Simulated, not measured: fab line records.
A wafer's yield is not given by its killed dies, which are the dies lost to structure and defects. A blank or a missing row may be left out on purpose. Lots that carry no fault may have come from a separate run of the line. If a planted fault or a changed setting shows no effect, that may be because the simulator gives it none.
Matching of chambers + flow nand harc + NHARC_P_CONTACT_CMP_24 on cmp-01 has 4 sister chambers
The step polishes, t overpolish 30 s, target thk 200 nm. 4 wafers are shown with their chamber, then 12 later ones without.

== WAFERS WITH THEIR CHAMBER ==
| wafer  | chamber | motor current A (A) |
|--------|---------|---------------------|
| L090.1 | 0       | 12.8                |
| L092.1 | 3       | 11.0                |
| L092.3 | 1       | 12.1                |
| L092.5 | 2       | 11.4                |

== WAFERS MISSING THEIR CHAMBER ==
| wafer  | motor current A (A) |
|--------|---------------------|
| L093.3 | 10.5                |
| L093.5 | 13.5                |
| L093.6 | 11.4                |
| L094.1 | 11.1                |
| L094.4 | 12.3                |
| L094.5 | 11.9                |
| L095.1 | 11.2                |
| L095.4 | 12.3                |
| L095.5 | 11.4                |
| L097.1 | 11.3                |
| L097.3 | 11.1                |
| L097.4 | 13.2                |

== WHICH CHAMBER EACH WENT THROUGH ==
| wafer  | from the rows above     | in truth |
|--------|-------------------------|----------|
| L093.3 | can't be placed: 3 or 2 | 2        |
| L093.5 | 0                       | 0        |
| L093.6 | can't be placed: 2 or 3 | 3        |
| L094.1 | can't be placed: 3 or 2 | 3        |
| L094.4 | can't be placed: 1 or 0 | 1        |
| L094.5 | can't be placed: 1 or 2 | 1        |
| L095.1 | can't be placed: 3 or 2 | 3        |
| L095.4 | can't be placed: 1 or 0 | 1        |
| L095.5 | can't be placed: 2 or 3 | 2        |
| L097.1 | can't be placed: 2 or 3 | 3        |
| L097.3 | can't be placed: 3 or 2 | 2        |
| L097.4 | 0                       | 0        |
Correct placement for 2 of the 12. Not placeable from these rows: 10 (in 10, the candidates include the true chamber). Wrongly placed: 0.
How it was worked out, from the rows above alone: a wafer's distance from a chamber is the root of the sum, over the readings, of the square of ((its reading less the chamber's mean) divided by the reading's scatter). If the next closest chamber is less than 2 further off than the closest, the wafer can't be placed; otherwise it belongs to the closest. The mean given for a chamber averages the wafers shown for that chamber. The scatter: with one shown wafer a chamber, the root of the mean of the squares of how far each hidden wafer lies from its nearest shown one.
